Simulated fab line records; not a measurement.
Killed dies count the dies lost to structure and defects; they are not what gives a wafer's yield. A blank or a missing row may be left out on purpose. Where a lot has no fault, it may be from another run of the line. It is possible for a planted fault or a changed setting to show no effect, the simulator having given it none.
A struck lot beside a sound one :: flow n5 finfet :: 43 out of 1938 route steps
Sound: wafers L719.1, L719.2, L719.3. Struck: wafer L729.1; the same lot's L729.3 was not struck, so it is left out; see the end for the cause.
Per side, at each step with rows, come the tool, then ch with its chambers, and then its first start. Under that, the readings that differ: sound wafers :: struck wafers :: difference of the means :: sigmas: that difference in standard deviations of wafers without a fault.
alike: a reading whose means differ by less than 2 such deviations, as well as words and numbers matching on both sides. not compared: withheld readings; readings where some wafer has no value; bounds like >300 that might hide an equal value; numbers whose values overlap and for which the record gives no deviation.
Wherever a step has rows on one side only, a row that says differs or no value, or a row with sigmas, the two part there. Non-overlapping numbers with no deviation appear without sigmas and do not part them. A reading missing from all wafers of one side parts the sides only when that side holds two or more wafers.

first, 2 steps without rows for these wafers: N5_DUMMY_GATE_ETCH_23 (etches poly-Si in HBr/Cl2/O2, target depth 41 nm, time 22.3 s); N5_DUMMY_GATE_ETCH_44 (etches poly-Si in HBr/O2, stops on SiO2, target depth 127.5 nm).
N5_DUMMY_GATE_CD_MEAS_24 targets a cd of 15 nm.
  sound: cd sem-01 at day 5 01:49; struck: cd sem-01 at day 7 16:17
  alike: cd nm
then, 7 steps without rows for these wafers: N5_DUMMY_GATE_ETCH_42 (etches SiO2 in CHF3/O2, target depth 3.5 nm, time 31 s); N5_DUMMY_GATE_STRIP_48 (strips in N2/H2, time 20 s); N5_DUMMY_GATE_PRECLEAN_33 (cleans in dHF, time 10 s); N5_DUMMY_GATE_PRECLEAN_25 (cleans in O3/DIW, time 45 s); N5_DUMMY_GATE_PRECLEAN_51 (cleans in SC2, time 45 s); N5_DUMMY_GATE_SRD_26 (time 30 s); N5_DUMMY_GATE_UV_OZONE_45 (time 120 s).
N5_DUMMY_GATE_INSPECT_27: inspects for defects (brightfield).
  sound: defect inspect-01 at day 5 02:06; struck: defect inspect-01 at day 7 16:34
  alike: raw defect count
N5_SPACER0_ALD_07: deposits SiNx, target thk 2 nm.
  sound on ald sin-03 ch 0,2,3, day 5 02:24; struck on ald sin-02 ch 1, day 7 16:36
  alike: heater power w
N5_SPACER0_ALD_00: deposits SiOCN, target thk 3.5 nm, pulse time 3 s, purge time 2 s.
  sound on ald sin-03 ch 0,2,3, day 5 02:33; struck on ald sin-02 ch 1, day 7 16:45
reading: ald cycles
sound: 58 58 58
struck: 41
difference: -17
sigmas: 

reading: model.SiOCN_of_SPACER0_ALD_00.thk nm (nm)
sound: 3.6 3.4 3.6
struck: 2.4
difference: -1.1
sigmas: 
  alike: heater power w, precursor pulse height rel
N5_SPACER0_ALD_08: deposits SiNx, target thk 2 nm.
  sound on ald sin-03 ch 0,2,3, day 5 02:49; struck on ald sin-02 ch 1, day 7 17:01
  alike: heater power w
N5_SPACER0_INSPECT_04: inspects for defects (darkfield).
  sound: defect inspect-01 at day 5 02:58; struck: defect inspect-01 at day 7 17:11
  alike: raw defect count
then, 8 steps without rows for these wafers: N5_SD_EPI_N_COAT_32 (time 60 s, resist thk 350 nm); N5_SD_EPI_N_COAT_33 (time 60 s, resist thk 35 nm); N5_SD_EPI_N_COAT_03 (resist thk 150 nm); N5_SD_EPI_N_EBR_05; N5_SD_EPI_N_SOFTBAKE_04 (time 60 s); N5_SD_EPI_N_EXPOSE_06 (exposes mask SD N BLK, target cd 120 nm); N5_SD_EPI_N_PEB_07 (peb time 60 s); N5_SD_EPI_N_DEVELOP_08 (develop time 30 s).
N5_SD_EPI_N_CD_MEAS_09 targets a cd of 120 nm.
  sound on cd sem-03 ch 0, day 5 03:22; struck on cd sem-03 ch 0, day 7 17:27
  alike: cd nm
N5_SD_EPI_N_OVL_MEAS_10:
  sound on overlay-02 ch 0, day 5 03:24; struck on overlay-02 ch 0, day 7 17:29
  alike: SD_N_BLK_OVL
N5_SD_EPI_N_INSPECT_11: inspects for defects (macro).
  sound: defect inspect-01 at day 5 03:25; struck: defect inspect-01 at day 7 17:31
reading: raw defect count
sound: 5 3 2
struck: 0
difference: -3
sigmas: -2
then, 1 step without rows for these wafers: N5_SD_EPI_N_DESCUM_14 (chemistry O2, time 7.9 s).
N5_SD_EPI_N_ETCH_34: etches SiARC in CF4, target depth 45.5 nm, time 75.8 s.
  sound on rie diel-06 ch 1,2,3, day 5 03:29; struck on rie diel-05 ch 0, day 7 17:38
  alike: drypump motor current A, etch rf on time s, oes product au, rf vpp V, showerhead plenum p Torr, throttle valve pct
  not compared: rf hours counter h
then, 3 steps without rows for these wafers: N5_SD_EPI_N_ETCH_35 (etches SOC in N2/H2, overetch 108 nm, time 486 s); N5_SD_EPI_N_STRIP_36 (strips in N2/H2); N5_SD_EPI_N_ETCHBACK_44 (etches SiNx in CH3F/O2, stops on SiO2, target depth 14.5 nm).
N5_SD_EPI_N_ETCH_45: etches SiOCN in CH3F/O2, target depth 6 nm.
  sound on rie diel-06 ch 1,2,3, day 5 03:58; struck on rie diel-05 ch 0, day 7 18:07
  alike: drypump motor current A, oes product au, rf vpp V, showerhead plenum p Torr, throttle valve pct
  not compared: rf hours counter h
then, 8 steps without rows for these wafers: N5_SD_EPI_N_ETCH_16 (etches SiO2 in CHF3/O2, target depth 5 nm); N5_SD_EPI_N_STRIP_47 (strips in CHF3/O2); N5_SD_EPI_N_SD_RECESS_17 (chemistry HBr/Cl2/O2, target depth 41 nm, time 23.7 s, bt time 3 s); N5_SD_EPI_N_STRIP_38 (strips in N2/H2); N5_SD_EPI_N_WET_ETCH_43 (etches SiO2 in dHF, time 14 s, target depth 1.5 nm); N5_SD_EPI_N_STRIP_18 (strips in SPM, time 750 s); N5_SD_EPI_N_SRD_20 (time 30 s); N5_SD_EPI_N_PRECLEAN_48 (cleans in NF3:NH3, afs cycles 2, time 20 s, sublimation time 60 s).
N5_SD_EPI_N_VAPOR_ETCH_50: etches Si in HCl, time 54 s.
  sound on epi rpcvd-04 ch 0, day 5 04:58; struck on epi rpcvd-02 ch 0, day 7 19:14
reading: throttle valve pct (%)
sound: 12.5 12.4 12.7
struck: 11.6
difference: -0.9
sigmas: -3
then, 1 step without rows for these wafers: N5_SD_EPI_N_EPI_21 (deposits Si:P, time 690 s).
N5_SD_EPI_P_PRECLEAN_32: cleans in dHF, time 10 s.
  sound on wet bench-02 ch 0,1,5, day 5 13:51; struck on wet bench-02 ch 4, day 8 02:28
reading: model.SiOCN_of_SPACER0_ALD_00.thk nm (nm)
sound: 3.4 3.4 3.4
struck: 2.4
difference: -1.0
sigmas: 

WHERE THEY PART
Last at N5_SD_EPI_N_VAPOR_ETCH_50 as far as this record goes, first at N5_SD_EPI_N_INSPECT_11.

WHY: what had been put in by the simulator
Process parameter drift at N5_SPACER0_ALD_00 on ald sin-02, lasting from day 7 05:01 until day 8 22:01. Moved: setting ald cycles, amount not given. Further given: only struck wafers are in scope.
